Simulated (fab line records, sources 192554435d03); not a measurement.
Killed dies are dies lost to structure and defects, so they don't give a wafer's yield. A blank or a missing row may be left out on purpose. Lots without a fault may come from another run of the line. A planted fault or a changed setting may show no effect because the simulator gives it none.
A struck lot beside a sound one | flow n5_finfet | 44 steps out of a route of 1938
Sound: wafers L180.1, L180.2, L180.6. Struck: wafer L188.3. (L188.1 of the same lot was not struck and is left out.) The cause comes at the end.
At each step with rows: each side's tool, then ch and its chambers, then its first start. Under that, the readings that differ: sound wafers | struck wafers | difference of the means | sigmas: that difference in standard deviations of wafers without a fault.
alike: readings whose means differ by less than 2 such deviations, and words and numbers that are the same on both sides. not compared: withheld readings, readings that some wafer has no value for, bounds like >300 that may hide the same value, and numbers for which the record gives no deviation and whose values overlap.
The two part at a step that has a row with sigmas, a row that says differs or no value, or rows on one side only. Numbers that don't overlap but have no deviation are shown without sigmas and don't part them. A reading that every wafer of one side lacks parts them only if that side has two wafers or more.

N5_SDB_INSPECT_36: inspects for defects (darkfield).
  sound on defect_inspect-01, day 4 21:36; struck on defect_inspect-01, day 6 20:00
  alike: raw_defect_count
then, 4 steps without rows for these wafers: N5_DUMMY_REMOVAL_HM_STRIP_01 (strips SiNx in CH3F/O2, stops on poly-Si, target depth 4 nm, time 6.8 s); N5_DUMMY_REMOVAL_STRIP_10 (strips in N2/H2, time 40 s); N5_DUMMY_REMOVAL_PRECLEAN_07 (cleans in dHF, time 30 s); N5_DUMMY_REMOVAL_DUMMY_REMOVE_02 (chemistry TMAH, target poly-Si, stops on SiO2, target depth 142 nm, time 57 s, rinse time 30 s).
N5_DUMMY_REMOVAL_INSPECT_06: inspects for defects (brightfield).
  sound on defect_inspect-01, day 4 21:55; struck on defect_inspect-01, day 6 20:25
  alike: raw_defect_count
then, 6 steps without rows for these wafers: N5_DUMMY_REMOVAL_PRECLEAN_08 (cleans in NF3:NH3, afs cycles 2, time 20 s, sublimation time 60 s); N5_DUMMY_REMOVAL_PRECLEAN_04 (cleans in DHF, time 37 s); N5_DUMMY_REMOVAL_SRD_05 (time 30 s); N5_HKMG_FIN_IL_REGROW_00 (material SiO2, chemistry O3, target thk 0.75 nm, time 30 s); N5_HKMG_FIN_HK_ALD_01 (deposits HfO2, target thk 1.6 nm, pulse time 3 s, purge time 3 s); N5_HKMG_FIN_HK_ANNEAL_02 (time 30 s).
N5_HKMG_FIN_ALD_74: deposits La2O3, target thk 0.5 nm, pulse time 6 s, co reactant pulse time 1 s.
  sound on ald_hk-02 ch 1,2, day 4 22:48; struck on ald_hk-02 ch 3, day 6 21:11
  alike: heater_power_w, precursor_pulse_height_rel
  not compared: since_wet_clean_h
then, 9 steps without rows for these wafers: N5_HKMG_FIN_ALD_75 (deposits Al2O3, target thk 1 nm, co reactant pulse time 1 s); N5_HKMG_FIN_COAT_41 (time 60 s, resist thk 300 nm); N5_HKMG_FIN_COAT_42 (time 60 s, resist thk 35 nm); N5_HKMG_FIN_COAT_43 (resist thk 90 nm); N5_HKMG_FIN_EBR_45; N5_HKMG_FIN_SOFTBAKE_44 (time 60 s); N5_HKMG_FIN_EXPOSE_46 (exposes mask NDIPOLE); N5_HKMG_FIN_PEB_47 (peb time 60 s); N5_HKMG_FIN_DEVELOP_48 (develop time 30 s).
N5_HKMG_FIN_CD_MEAS_49: target cd 202 nm.
  sound on cd_sem-02 ch 0, day 4 23:13; struck on cd_sem-02 ch 0, day 6 21:37
  alike: cd_nm
N5_HKMG_FIN_OVL_MEAS_50:
  sound on overlay-02 ch 0, day 4 23:14; struck on overlay-02 ch 0, day 6 21:38
  alike: NDIPOLE_OVL
N5_HKMG_FIN_INSPECT_61: inspects for defects (macro).
  sound on defect_inspect-01, day 4 23:16; struck on defect_inspect-02, day 6 21:40
  alike: raw_defect_count
N5_HKMG_FIN_DESCUM_53: chemistry O2, time 7.9 s.
  sound on rie_diel-02 ch 0,2,3, day 4 23:18; struck on rie_diel-06 ch 3, day 6 21:47
  alike: chamber_pressure_mTorr, drypump_motor_current_A, oes_product_au, rf_vpp_V, showerhead_plenum_p_Torr, throttle_valve_pct
  not compared: rf_hours_counter_h
N5_HKMG_FIN_ETCH_54: etches SiARC in CF4, target depth 45.5 nm, time 75.8 s.
  sound on rie_diel-02 ch 0,2,3, day 4 23:20; struck on rie_diel-06 ch 3, day 6 21:50
  alike: chamber_pressure_mTorr, drypump_motor_current_A, etch_rf_on_time_s, oes_product_au, rf_vpp_V, showerhead_plenum_p_Torr, throttle_valve_pct
  not compared: rf_hours_counter_h
then, 3 steps without rows for these wafers: N5_HKMG_FIN_ETCH_55 (etches SOC in N2/H2, target depth 240 nm, time 300 s); N5_HKMG_FIN_STRIP_56 (strips in N2/H2); N5_HKMG_FIN_STRIP_57 (strips in CF4).
N5_HKMG_FIN_ETCH_58: etches SOC in N2/H2, target depth 215.8 nm, time 741 s.
  sound on rie_diel-02 ch 0,2,3, day 4 23:36; struck on rie_diel-06 ch 3, day 6 22:05
  alike: chamber_pressure_mTorr, drypump_motor_current_A, oes_product_au, rf_vpp_V, showerhead_plenum_p_Torr, throttle_valve_pct
  not compared: rf_hours_counter_h
then, 5 steps without rows for these wafers: N5_HKMG_FIN_STRIP_93 (strips SOC in N2/H2, time 20 s); N5_HKMG_FIN_WET_ETCH_76 (etches Al2O3 in dNH4OH, stops on La2O3, target depth 2.25 nm, rinse time 30 s); N5_HKMG_FIN_STRIP_60 (strips in N2/H2, time 360 s); N5_HKMG_FIN_WET_ETCH_77 (etches La2O3 in dHCl, stops on HfO2, target depth 2 nm); N5_HKMG_FIN_WET_ETCH_78 (etches Al2O3 in dNH4OH, stops on La2O3, target depth 4.5 nm, rinse time 30 s).
N5_HKMG_FIN_ALD_79: deposits TiN, target thk 1.5 nm, pulse time 1 s, purge time 3 s.
  sound on ald_metal-04 ch 1,2,3, day 5 00:40; struck on ald_metal-01 ch 1, day 6 23:11
  alike: chamber_pressure_Torr, heater_power_w, precursor_pulse_height_rel
  not compared: since_wet_clean_h
N5_HKMG_FIN_CVD_62: deposits a-Si from Si2H6, target thk 3 nm, time 20.8 s.
  sound on thermal_cvd_si-01 ch 1,2, day 5 01:02; struck on thermal_cvd_si-01 ch 2, day 6 23:33
  reading                      | sound                | struck | difference | sigmas
  chamber_pressure_Torr (Torr) | 1.0019 1.0000 1.0035 | 0.9974 | -0.0044    | -2
  alike: heater_power_w
  not compared: since_wet_clean_h
then, 4 steps without rows for these wafers: N5_HKMG_FIN_RTA_80 (time 2 s); N5_HKMG_FIN_PRECLEAN_64 (cleans in dHF, time 30 s); N5_HKMG_FIN_WET_ETCH_65 (etches a-Si in TMAH, stops on TiN, time 49 s, target depth 3 nm); N5_HKMG_FIN_WET_ETCH_81 (etches TiN in SC1, stops on HfO2, time 57 s, target depth 6 nm).
-- the record jumps here: 6 days lie between the struck wafers' starts before and after (it left off in module HKMG_FIN and takes up again in module BEOL_M4, whose first step shown is number 1111 of the route) --
N5_BEOL_M4_RC_MEAS_101:
  sound on prober-02 ch 0, day 10 10:07; struck on prober-02 ch 0, day 12 23:00
  reading       | sound          | struck | difference | sigmas
  ION_N (uA/um) | 676 657 660    | 694    | +30        | +2
  VT_N (mV)     | 253 255 253    | 243    | -11        | -3
  VT_N_LVT (mV) | 98 101 100     | 81     | -19        | -6
  VT_P (mV)     | -249 -254 -252 | -260   | -8         | -2
  alike: DIBL_N, DIBL_P, IOFF_N, IOFF_P, ION_P, SS_N, SS_P
-- the record jumps here: 5 days lie between the struck wafers' starts before and after (it left off in module BEOL_M4 and takes up again in module PASSIVATION, whose first step shown is number 1936 of the route) --
N5_PASSIVATION_PROBE_49:
  sound on prober-01, day 15 17:34; struck on prober-01, day 17 12:58
  alike: defect_limited_yield, killed_at_M0_to_M3, killed_at_M4_up, killed_at_contacts, killed_at_front_end, killed_at_other, killed_dies, killed_open, killed_short, sort_bin_5_function, sort_bin_6_memory, sort_n_pass, sort_yield_pct

WHERE THEY PART
First at N5_HKMG_FIN_CVD_62; last, within this record, at N5_BEOL_M4_RC_MEAS_101. Later steps at which nothing parts them and some readings are alike: N5_PASSIVATION_PROBE_49.

WHY: what the simulator had put in
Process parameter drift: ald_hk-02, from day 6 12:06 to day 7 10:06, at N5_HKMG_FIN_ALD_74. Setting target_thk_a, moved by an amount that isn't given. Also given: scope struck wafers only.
